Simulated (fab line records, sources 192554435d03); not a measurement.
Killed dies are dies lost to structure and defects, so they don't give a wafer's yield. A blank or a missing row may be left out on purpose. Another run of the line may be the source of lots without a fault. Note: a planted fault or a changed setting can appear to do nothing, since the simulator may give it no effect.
A lot that was struck, set against a sound lot ; flow n5-finfet ; 36 steps out of a route of 1938
Sound: wafers L374.1, L374.3, L374.4. Wafers L386.3, L386.5, L386.6 were the ones struck. The cause is named last.
At each step with rows: each side's tool, then ch and its chambers, then its first start. Under that, the readings that differ: sound wafers ; struck wafers ; difference of the means ; sigmas: that difference in standard deviations of wafers without a fault.
alike: readings with means less than 2 such deviations apart, plus words and numbers identical on both sides. not compared: withheld readings, readings lacking a value on some wafer, bounds such as >300 that could conceal the same value, and numbers that have no deviation in the record and whose values overlap.
Wherever a step has rows on one side only, a row that says differs or no value, or a row with sigmas, the two part there. When numbers do not overlap yet have no deviation, they are printed without sigmas and do not part them. A reading that every wafer of one side lacks parts them only if that side has two wafers or more.

first, 9 steps without rows for these wafers: N5_BEOL_M4_ANNEAL_95 (time 240 s); N5_BEOL_M4_SPUTTER_96 (material Cu, target thk 4.5 nm, time 8.29 s); N5_BEOL_M4_ECD_50 (material Cu, target thk 300 nm); N5_BEOL_M4_ANNEAL_51 (time 90 s); N5_BEOL_M4_CMP_52 (polishes, stops on SiOC, t overpolish 6.8 s, target thk 40 nm); N5_BEOL_M4_PRE_CLEAN_60 (time 15 s); N5_BEOL_M4_CO_CAP_55 (material Co, precursor CCTBA/H2, target thk 2 nm, time 102.1 s); N5_BEOL_M4_PRE_CLEAN_56 (time 15 s); N5_BEOL_M4_DEP_57 (deposits SiCN from 3MS/NH3, target thk 8 nm, time 14 s).
N5_BEOL_M4_RC_MEAS_101:
  sound on prober-02 ch 0, day 7 19:06; struck on prober-01 ch 0, day 11 06:01
  alike: DIBL_N, DIBL_P, IOFF_N, IOFF_P, ION_N, ION_P, SS_N, SS_P, VT_N, VT_P
then, 24 steps without rows for these wafers: N5_BEOL_M5_ILD_DEP_00 (deposits SiCOH lowk from DEMS/porogen, target thk 140.64 nm, time 25.9 s); N5_BEOL_M5_CURE_79 (cures SiCOH lowk, time 240 s); N5_BEOL_M5_PECVD_70 (deposits SiO2 from TEOS/O2, target thk 16 nm, time 18 s); N5_BEOL_M5_HM_DEP_02 (deposits TiN, target thk 20 nm); N5_BEOL_M5_COAT_59 (time 60 s, resist thk 60 nm); N5_BEOL_M5_COAT_60 (time 60 s, resist thk 12 nm); N5_BEOL_M5_COAT_71 (time 60 s, resist thk 5 nm); N5_BEOL_M5_COAT_05 (resist thk 30 nm); N5_BEOL_M5_EBR_07; N5_BEOL_M5_SOFTBAKE_06 (time 60 s); N5_BEOL_M5_EXPOSE_08 (exposes mask M5, target cd 28 nm); N5_BEOL_M5_PEB_09 (peb time 60 s); N5_BEOL_M5_DEVELOP_10 (develop time 30 s); N5_BEOL_M5_DESCUM_16 (chemistry O2, time 7 s); N5_BEOL_M5_ETCH_72 (etches underlayer in N2/H2, target depth 6.5 nm, time 5.2 s); N5_BEOL_M5_ETCH_61 (etches SiARC in CF4, target depth 15.6 nm, time 26 s); N5_BEOL_M5_ETCH_62 (etches SOC in N2/H2, target depth 75 nm, overetch 15 nm, time 112.5 s); N5_BEOL_M5_STRIP_63 (strips in N2/H2); N5_BEOL_M5_STRIP_73 (strips in N2/H2); N5_BEOL_M5_STRIP_64 (strips in CF4); N5_BEOL_M5_HM_OPEN_17 (chemistry Cl2/BCl3, target TiN, target depth 20 nm, overetch 6 nm); N5_BEOL_M5_STRIP_19 (strips in O2); N5_BEOL_M5_COAT_65 (time 60 s, resist thk 60 nm); N5_BEOL_M5_COAT_66 (time 60 s, resist thk 12 nm).
N5_BEOL_M9_ETCH_41: etches SiCN in CH3F/O2, target depth 36.6 nm, time 70.1 s.
  sound on rie-diel-03 ch 0,2,3, day 9 12:44; struck on rie-diel-03 ch 0,1,2, day 12 20:31
  no value came back on the struck wafers for any of 9 readings (CH3F_flow_sccm (sccm), O2_flow_sccm (sccm) and others); on the sound wafers CH3F_flow_sccm (sccm) reads 29.93 30.08 29.92
-- record jumps: 2 days separate the struck wafers' starts on either side; left off in module BEOL_M9, taken up again in module PASSIVATION, whose first shown step is the route's number 1936 --
N5_PASSIVATION_PROBE_49:
  the record has rows for the struck wafers here (prober-02, day 15 03:50) and none for the sound ones

WHERE THEY PART
Earliest at N5_BEOL_M9_ETCH_41; latest, in this record, at N5_PASSIVATION_PROBE_49.

WHY: what had been put in by the simulator
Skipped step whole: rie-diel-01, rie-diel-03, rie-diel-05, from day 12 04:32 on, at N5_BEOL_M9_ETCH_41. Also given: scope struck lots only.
